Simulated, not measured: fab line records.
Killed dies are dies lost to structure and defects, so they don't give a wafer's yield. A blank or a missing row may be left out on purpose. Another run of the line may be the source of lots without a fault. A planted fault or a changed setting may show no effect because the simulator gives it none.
Which tool is to blame? || flow nand-harc || 12 lots with 36 wafers sampled at 5 steps, on a route of 1302 steps

## WHAT THE GAUGES READ, wafer by wafer
NHARC_END_SORT_01.
{"lot": "L561", "measured": "day 24 19:50", "on": "prober-01", "defect-limited-yield (%)": "86.6 87.9 89.2", "killed-at-array": "85 79 71", "killed-at-other": "1 0 1", "killed-at-periphery": "5 3 1", "killed-dies": "91 82 73", "killed-open": "3 2 2", "killed-short": "4 2 2"}
{"lot": "L564", "measured": "day 25 17:26", "on": "prober-02", "defect-limited-yield (%)": "86.7 88.0 91.1", "killed-at-array": "78 75 54", "killed-at-other": "3 1 2", "killed-at-periphery": "9 5 4", "killed-dies": "90 81 60", "killed-open": "2 1 0", "killed-short": "6 4 1"}
{"lot": "L565", "measured": "day 26 10:00", "on": "prober-02", "defect-limited-yield (%)": "91.1 90.1 91.4", "killed-at-array": "57 62 57", "killed-at-other": "2 0 0", "killed-at-periphery": "1 5 1", "killed-dies": "60 67 58", "killed-open": "3 5 4", "killed-short": "0 4 5"}
{"lot": "L569", "measured": "day 28 00:35", "on": "prober-01", "defect-limited-yield (%)": "92.0 90.8 92.3", "killed-at-array": "51 56 48", "killed-at-other": "0 2 0", "killed-at-periphery": "3 4 4", "killed-dies": "54 62 52", "killed-open": "0 4 2", "killed-short": "3 3 4"}
{"lot": "L570", "measured": "day 28 00:35", "on": "prober-02", "defect-limited-yield (%)": "92.5 90.4 90.3", "killed-at-array": "46 62 62", "killed-at-other": "1 1 2", "killed-at-periphery": "4 2 2", "killed-dies": "51 65 66", "killed-open": "1 3 5", "killed-short": "2 5 2"}
{"lot": "L575", "measured": "day 29 14:22", "on": "prober-02", "defect-limited-yield (%)": "93.9 94.5 94.5", "killed-at-array": "36 35 33", "killed-at-other": "0 0 0", "killed-at-periphery": "5 2 4", "killed-dies": "41 37 37", "killed-open": "6 0 1", "killed-short": "5 6 5"}
{"lot": "L576", "measured": "day 31 15:32", "on": "prober-02", "defect-limited-yield (%)": "87.0 87.6 85.7", "killed-at-array": "80 80 91", "killed-at-other": "0 0 0", "killed-at-periphery": "8 4 6", "killed-dies": "88 84 97", "killed-open": "4 2 3", "killed-short": "2 4 4"}
{"lot": "L577", "measured": "day 31 03:18", "on": "prober-01", "defect-limited-yield (%)": "90.0 86.4 89.2", "killed-at-array": "61 89 66", "killed-at-other": "5 3 4", "killed-at-periphery": "2 0 3", "killed-dies": "68 92 73", "killed-open": "1 2 1", "killed-short": "1 1 5"}
{"lot": "L578", "measured": "day 32 23:20", "on": "prober-02", "defect-limited-yield (%)": "91.4 93.4 94.5", "killed-at-array": "51 43 35", "killed-at-other": "3 1 0", "killed-at-periphery": "4 1 2", "killed-dies": "58 45 37", "killed-open": "2 3 3", "killed-short": "2 3 1"}
{"lot": "L580", "measured": "day 32 19:14", "on": "prober-01", "defect-limited-yield (%)": "89.7 88.6 86.4", "killed-at-array": "65 71 88", "killed-at-other": "0 0 0", "killed-at-periphery": "5 6 4", "killed-dies": "70 77 92", "killed-open": "3 3 3", "killed-short": "0 0 2"}
{"lot": "L581", "measured": "day 33 10:50", "on": "prober-01", "defect-limited-yield (%)": "97.0 95.1 95.4", "killed-at-array": "15 22 19", "killed-at-other": "1 2 3", "killed-at-periphery": "4 9 9", "killed-dies": "20 33 31", "killed-open": "2 4 5", "killed-short": "2 3 2"}
{"lot": "L582", "measured": "day 33 05:31", "on": "prober-02", "defect-limited-yield (%)": "89.8 92.8 88.9", "killed-at-array": "66 47 68", "killed-at-other": "1 1 1", "killed-at-periphery": "2 1 6", "killed-dies": "69 49 75", "killed-open": "2 3 5", "killed-short": "5 2 4"}

## WHAT TOOL EACH LOT RAN ON (gives the tool, then ch and the chambers of the sampled wafers, and finally the start)
{"lot": "L561", "NHARC_P_CONTACT_DESCUM_17": "rie-diel-10 ch 0,1,2, day 6 12:28", "NHARC_P_CONTACT_ETCH_36": "rie-diel-10 ch 0,3, day 6 15:15 or earlier", "NHARC_P_CONTACT_CMP_24": "cmp-01 ch 0,2,3, day 6 15:15", "NHARC_P_M0_SOFTBAKE_04": "litho-track-04 ch 0, day 6 16:00"}
{"lot": "L564", "NHARC_P_CONTACT_DESCUM_17": "rie-diel-10 ch 0,1,3, day 7 15:26", "NHARC_P_CONTACT_ETCH_36": "rie-diel-10 ch 0,2, day 7 18:10 or earlier", "NHARC_P_CONTACT_CMP_24": "cmp-02 ch 0,1,2, day 7 18:10", "NHARC_P_M0_SOFTBAKE_04": "litho-track-06 ch 0, day 7 19:00"}
{"lot": "L565", "NHARC_P_CONTACT_DESCUM_17": "rie-diel-10 ch 0,1,2, day 7 20:08", "NHARC_P_CONTACT_ETCH_36": "rie-diel-10 ch 0,3, day 7 22:50 or earlier", "NHARC_P_CONTACT_CMP_24": "cmp-04 ch 1,2,3, day 7 22:50", "NHARC_P_M0_SOFTBAKE_04": "litho-track-01 ch 0, day 7 23:00"}
{"lot": "L569", "NHARC_P_CONTACT_DESCUM_17": "rie-diel-05 ch 0,1,3, day 9 20:37", "NHARC_P_CONTACT_ETCH_36": "rie-diel-05 ch 0,1,2, day 9 23:23 or earlier", "NHARC_P_CONTACT_CMP_24": "cmp-04 ch 1,2,3, day 9 23:23", "NHARC_P_M0_SOFTBAKE_04": "litho-track-06 ch 0, day 10 00:00"}
{"lot": "L570", "NHARC_P_CONTACT_DESCUM_17": "rie-diel-10 ch 0,1,3, day 9 22:22", "NHARC_P_CONTACT_ETCH_36": "rie-diel-10 ch 0,1,3, day 10 01:03 or earlier", "NHARC_P_CONTACT_CMP_24": "cmp-01 ch 0,1, day 10 01:03", "NHARC_P_M0_SOFTBAKE_04": "litho-track-06 ch 0, day 10 01:00"}
{"lot": "L575", "NHARC_P_CONTACT_DESCUM_17": "rie-diel-05 ch 0,1, day 12 00:01", "NHARC_P_CONTACT_ETCH_36": "rie-diel-05 ch 1,3, day 12 02:43 or earlier", "NHARC_P_CONTACT_CMP_24": "cmp-02 ch 0,2,3, day 12 02:43", "NHARC_P_M0_SOFTBAKE_04": "litho-track-01 ch 0, day 12 03:00"}
{"lot": "L576", "NHARC_P_CONTACT_DESCUM_17": "rie-diel-05 ch 0,3, day 12 12:47", "NHARC_P_CONTACT_ETCH_36": "rie-diel-05 ch 1,2,3, day 12 15:30 or earlier", "NHARC_P_CONTACT_CMP_24": "cmp-01 ch 1,2, day 12 15:30", "NHARC_P_M0_SOFTBAKE_04": "litho-track-04 ch 0, day 12 16:00"}
{"lot": "L577", "NHARC_P_CONTACT_DESCUM_17": "rie-diel-05 ch 0,2,3, day 12 23:59", "NHARC_P_CONTACT_ETCH_36": "rie-diel-05 ch 0,1,3, day 13 02:47 or earlier", "NHARC_P_CONTACT_CMP_24": "cmp-02 ch 0,1,2, day 13 02:47", "NHARC_P_M0_SOFTBAKE_04": "litho-track-01 ch 0, day 13 03:00"}
{"lot": "L578", "NHARC_P_CONTACT_DESCUM_17": "rie-diel-05 ch 0,1,3, day 13 12:56", "NHARC_P_CONTACT_ETCH_36": "rie-diel-05 ch 1,2,3, day 13 15:41 or earlier", "NHARC_P_CONTACT_CMP_24": "cmp-01 ch 0,1,2, day 13 15:41", "NHARC_P_M0_SOFTBAKE_04": "litho-track-01 ch 0, day 13 16:00"}
{"lot": "L580", "NHARC_P_CONTACT_DESCUM_17": "rie-diel-05 ch 0,1,3, day 14 00:49", "NHARC_P_CONTACT_ETCH_36": "rie-diel-05 ch 0,1,3, day 14 03:32 or earlier", "NHARC_P_CONTACT_CMP_24": "cmp-04 ch 1,2,3, day 14 03:32", "NHARC_P_M0_SOFTBAKE_04": "litho-track-01 ch 0, day 14 04:00"}
{"lot": "L581", "NHARC_P_CONTACT_DESCUM_17": "rie-diel-01 ch 0,2, day 14 18:37", "NHARC_P_CONTACT_ETCH_36": "rie-diel-01 ch 0,1,3, day 14 21:17 or earlier", "NHARC_P_CONTACT_CMP_24": "cmp-01 ch 0,1, day 14 21:17", "NHARC_P_M0_SOFTBAKE_04": "litho-track-06 ch 0, day 14 22:00"}
{"lot": "L582", "NHARC_P_CONTACT_DESCUM_17": "rie-diel-05 ch 0,1,3, day 14 23:25", "NHARC_P_CONTACT_ETCH_36": "rie-diel-05 ch 0,2,3, day 15 02:38 or earlier", "NHARC_P_CONTACT_CMP_24": "cmp-04 ch 1,2,3, day 15 02:38", "NHARC_P_M0_SOFTBAKE_04": "litho-track-01 ch 0, day 15 03:00"}
- NHARC_P_CONTACT_DESCUM_17: chemistry O2, time 3 s.
- NHARC_P_CONTACT_ETCH_36: etches the open film in N2/H2, target depth 260 nm, time 406.25 s.
- NHARC_P_CONTACT_CMP_24: polishes, t overpolish 30 s, target thk 200 nm.
- NHARC_P_M0_SOFTBAKE_04: time 55 s.

## WHAT THE TOOLS THEMSELVES READ (means of the sampled wafers that have a number; where no wafer has one, the mark that the record gives instead)
NHARC_P_CONTACT_DESCUM_17.
{"lot": "L561", "tool": "rie-diel-10", "drypump-motor-current-A (A)": 5.8, "oes-product-au (a.u.)": 0.998, "rf-vpp-V (V)": 57.3, "showerhead-plenum-p-Torr (Torr)": 1.98, "throttle-valve-pct (%)": 11.317}
{"lot": "L564", "tool": "rie-diel-10", "drypump-motor-current-A (A)": 5.6, "oes-product-au (a.u.)": 0.996, "rf-vpp-V (V)": 57.9, "showerhead-plenum-p-Torr (Torr)": 2.00, "throttle-valve-pct (%)": 11.304}
{"lot": "L565", "tool": "rie-diel-10", "drypump-motor-current-A (A)": 5.8, "oes-product-au (a.u.)": 0.998, "rf-vpp-V (V)": 57.1, "showerhead-plenum-p-Torr (Torr)": 1.98, "throttle-valve-pct (%)": 11.310}
{"lot": "L569", "tool": "rie-diel-05", "drypump-motor-current-A (A)": 6.0, "oes-product-au (a.u.)": 0.998, "rf-vpp-V (V)": 57.8, "showerhead-plenum-p-Torr (Torr)": 1.88, "throttle-valve-pct (%)": 11.312}
{"lot": "L570", "tool": "rie-diel-10", "drypump-motor-current-A (A)": 5.6, "oes-product-au (a.u.)": 0.994, "rf-vpp-V (V)": 58.5, "showerhead-plenum-p-Torr (Torr)": 2.00, "throttle-valve-pct (%)": 11.309}
{"lot": "L575", "tool": "rie-diel-05", "drypump-motor-current-A (A)": 5.9, "oes-product-au (a.u.)": 0.993, "rf-vpp-V (V)": 56.6, "showerhead-plenum-p-Torr (Torr)": 1.93, "throttle-valve-pct (%)": 11.319}
{"lot": "L576", "tool": "rie-diel-05", "drypump-motor-current-A (A)": 5.9, "oes-product-au (a.u.)": 0.996, "rf-vpp-V (V)": 57.6, "showerhead-plenum-p-Torr (Torr)": 1.86, "throttle-valve-pct (%)": 11.308}
{"lot": "L577", "tool": "rie-diel-05", "drypump-motor-current-A (A)": 5.5, "oes-product-au (a.u.)": 1.003, "rf-vpp-V (V)": 57.4, "showerhead-plenum-p-Torr (Torr)": 1.85, "throttle-valve-pct (%)": 11.310}
{"lot": "L578", "tool": "rie-diel-05", "drypump-motor-current-A (A)": 6.0, "oes-product-au (a.u.)": 1.000, "rf-vpp-V (V)": 57.2, "showerhead-plenum-p-Torr (Torr)": 1.88, "throttle-valve-pct (%)": 11.306}
{"lot": "L580", "tool": "rie-diel-05", "drypump-motor-current-A (A)": 6.0, "oes-product-au (a.u.)": 0.998, "rf-vpp-V (V)": 57.9, "showerhead-plenum-p-Torr (Torr)": 1.87, "throttle-valve-pct (%)": 11.305}
{"lot": "L581", "tool": "rie-diel-01", "drypump-motor-current-A (A)": 5.4, "oes-product-au (a.u.)": 0.994, "rf-vpp-V (V)": 58.6, "showerhead-plenum-p-Torr (Torr)": 1.94, "throttle-valve-pct (%)": 11.309}
{"lot": "L582", "tool": "rie-diel-05", "drypump-motor-current-A (A)": 6.0, "oes-product-au (a.u.)": 1.004, "rf-vpp-V (V)": 58.1, "showerhead-plenum-p-Torr (Torr)": 1.87, "throttle-valve-pct (%)": 11.311}

NHARC_P_CONTACT_ETCH_36.
{"lot": "L561", "tool": "rie-diel-10", "drypump-motor-current-A (A)": 6.1, "oes-product-au (a.u.)": 1.005, "rf-vpp-V (V)": 432, "showerhead-plenum-p-Torr (Torr)": 2.06, "throttle-valve-pct (%)": 14.169}
{"lot": "L564", "tool": "rie-diel-10", "drypump-motor-current-A (A)": 6.2, "oes-product-au (a.u.)": 1.001, "rf-vpp-V (V)": 431, "showerhead-plenum-p-Torr (Torr)": 2.09, "throttle-valve-pct (%)": 14.174}
{"lot": "L565", "tool": "rie-diel-10", "drypump-motor-current-A (A)": 5.9, "oes-product-au (a.u.)": 1.008, "rf-vpp-V (V)": 433, "showerhead-plenum-p-Torr (Torr)": 2.13, "throttle-valve-pct (%)": 14.163}
{"lot": "L569", "tool": "rie-diel-05", "drypump-motor-current-A (A)": 5.6, "oes-product-au (a.u.)": 0.994, "rf-vpp-V (V)": 430, "showerhead-plenum-p-Torr (Torr)": 2.01, "throttle-valve-pct (%)": 14.178}
{"lot": "L570", "tool": "rie-diel-10", "drypump-motor-current-A (A)": 5.6, "oes-product-au (a.u.)": 1.000, "rf-vpp-V (V)": 433, "showerhead-plenum-p-Torr (Torr)": 2.13, "throttle-valve-pct (%)": 14.167}
{"lot": "L575", "tool": "rie-diel-05", "drypump-motor-current-A (A)": 6.1, "oes-product-au (a.u.)": 1.008, "rf-vpp-V (V)": 428, "showerhead-plenum-p-Torr (Torr)": 1.97, "throttle-valve-pct (%)": 14.171}
{"lot": "L576", "tool": "rie-diel-05", "drypump-motor-current-A (A)": 5.7, "oes-product-au (a.u.)": 0.995, "rf-vpp-V (V)": 428, "showerhead-plenum-p-Torr (Torr)": 1.94, "throttle-valve-pct (%)": 14.178}
{"lot": "L577", "tool": "rie-diel-05", "drypump-motor-current-A (A)": 6.0, "oes-product-au (a.u.)": 1.000, "rf-vpp-V (V)": 430, "showerhead-plenum-p-Torr (Torr)": 2.00, "throttle-valve-pct (%)": 14.175}
{"lot": "L578", "tool": "rie-diel-05", "drypump-motor-current-A (A)": 5.7, "oes-product-au (a.u.)": 0.994, "rf-vpp-V (V)": 428, "showerhead-plenum-p-Torr (Torr)": 1.94, "throttle-valve-pct (%)": 14.166}
{"lot": "L580", "tool": "rie-diel-05", "drypump-motor-current-A (A)": 6.0, "oes-product-au (a.u.)": 0.997, "rf-vpp-V (V)": 430, "showerhead-plenum-p-Torr (Torr)": 2.00, "throttle-valve-pct (%)": 14.172}
{"lot": "L581", "tool": "rie-diel-01", "drypump-motor-current-A (A)": 5.7, "oes-product-au (a.u.)": 1.003, "rf-vpp-V (V)": 428, "showerhead-plenum-p-Torr (Torr)": 1.96, "throttle-valve-pct (%)": 14.172}
{"lot": "L582", "tool": "rie-diel-05", "drypump-motor-current-A (A)": 5.6, "oes-product-au (a.u.)": 0.993, "rf-vpp-V (V)": 428, "showerhead-plenum-p-Torr (Torr)": 1.97, "throttle-valve-pct (%)": 14.167}

NHARC_P_CONTACT_CMP_24.
{"lot": "L561", "tool": "cmp-01", "motor-current-A (A)": 12.1, "overpolish-run-s (s)": 29.997, "time-to-endpoint-s (s)": 40.7}
{"lot": "L564", "tool": "cmp-02", "motor-current-A (A)": 12.2, "overpolish-run-s (s)": 30.003, "time-to-endpoint-s (s)": 38.7}
{"lot": "L565", "tool": "cmp-04", "motor-current-A (A)": 11.8, "overpolish-run-s (s)": 30.009, "time-to-endpoint-s (s)": 39.6}
{"lot": "L569", "tool": "cmp-04", "motor-current-A (A)": 11.8, "overpolish-run-s (s)": 30.001, "time-to-endpoint-s (s)": 43.2}
{"lot": "L570", "tool": "cmp-01", "motor-current-A (A)": 12.8, "overpolish-run-s (s)": 30.000, "time-to-endpoint-s (s)": 41.6}
{"lot": "L575", "tool": "cmp-02", "motor-current-A (A)": 12.3, "overpolish-run-s (s)": 29.997, "time-to-endpoint-s (s)": 41.6}
{"lot": "L576", "tool": "cmp-01", "motor-current-A (A)": 12.8, "overpolish-run-s (s)": 30.006, "time-to-endpoint-s (s)": 37.9}
{"lot": "L577", "tool": "cmp-02", "motor-current-A (A)": 12.0, "overpolish-run-s (s)": 29.996, "time-to-endpoint-s (s)": 39.6}
{"lot": "L578", "tool": "cmp-01", "motor-current-A (A)": 12.4, "overpolish-run-s (s)": 30.007, "time-to-endpoint-s (s)": 39.1}
{"lot": "L580", "tool": "cmp-04", "motor-current-A (A)": 11.5, "overpolish-run-s (s)": 30.000, "time-to-endpoint-s (s)": 36.3}
{"lot": "L581", "tool": "cmp-01", "motor-current-A (A)": 12.6, "overpolish-run-s (s)": 30.013, "time-to-endpoint-s (s)": 37.8}
{"lot": "L582", "tool": "cmp-04", "motor-current-A (A)": 11.7, "overpolish-run-s (s)": 29.991, "time-to-endpoint-s (s)": 40.7}

NHARC_P_M0_SOFTBAKE_04.
{"lot": "L561", "tool": "litho-track-04", "heater-power-total-W (W)": 188.41}
{"lot": "L564", "tool": "litho-track-06", "heater-power-total-W (W)": 188.40}
{"lot": "L565", "tool": "litho-track-01", "heater-power-total-W (W)": 188.38}
{"lot": "L569", "tool": "litho-track-06", "heater-power-total-W (W)": 174.29}
{"lot": "L570", "tool": "litho-track-06", "heater-power-total-W (W)": 174.40}
{"lot": "L575", "tool": "litho-track-01", "heater-power-total-W (W)": 188.34}
{"lot": "L576", "tool": "litho-track-04", "heater-power-total-W (W)": 188.50}
{"lot": "L577", "tool": "litho-track-01", "heater-power-total-W (W)": 188.33}
{"lot": "L578", "tool": "litho-track-01", "heater-power-total-W (W)": 188.45}
{"lot": "L580", "tool": "litho-track-01", "heater-power-total-W (W)": 188.45}
{"lot": "L581", "tool": "litho-track-06", "heater-power-total-W (W)": 188.39}
{"lot": "L582", "tool": "litho-track-01", "heater-power-total-W (W)": 188.42}

## THE ANSWER, worked out from the rows above alone
Rule: the usual values come from the lots themselves. Put in order of their means at a reading, lots are off if they are a third of the lots or fewer, leave a main group of 4 or more, and stand apart from it by a gap of 3 or more times the standard deviation of the main group's means; of several such gaps the widest counts. The tables above print the reading to a certain number of digits; a main group whose means all agree to those digits is not used. Also off: a lot with no number at a reading for which 4 or more lots have one. The other lots that the step has rows for count as sound. The gauges are gone through in route order, then the tools' own readings, and for those a lot's mean is taken as printed above. At the first step where some lot is off, the reading lying furthest off is the one used; lots without a number count as furthest.
Off: L569, L570, at NHARC_P_M0_SOFTBAKE_04 (heater-power-total-W). For the main group the mean is 188.41 W and the standard deviation 0.049.
If a tool, at that step or one of the process steps before it, ran each lot that is off and ran no sound lot following the first of them, it fits. NHARC_P_CONTACT_ETCH_36 gives no start for some lots, so the hours and the order of its lots are those of NHARC_P_CONTACT_CMP_24. Of those tried, none fits.

## WHAT WAS PUT IN BY THE SIMULATOR
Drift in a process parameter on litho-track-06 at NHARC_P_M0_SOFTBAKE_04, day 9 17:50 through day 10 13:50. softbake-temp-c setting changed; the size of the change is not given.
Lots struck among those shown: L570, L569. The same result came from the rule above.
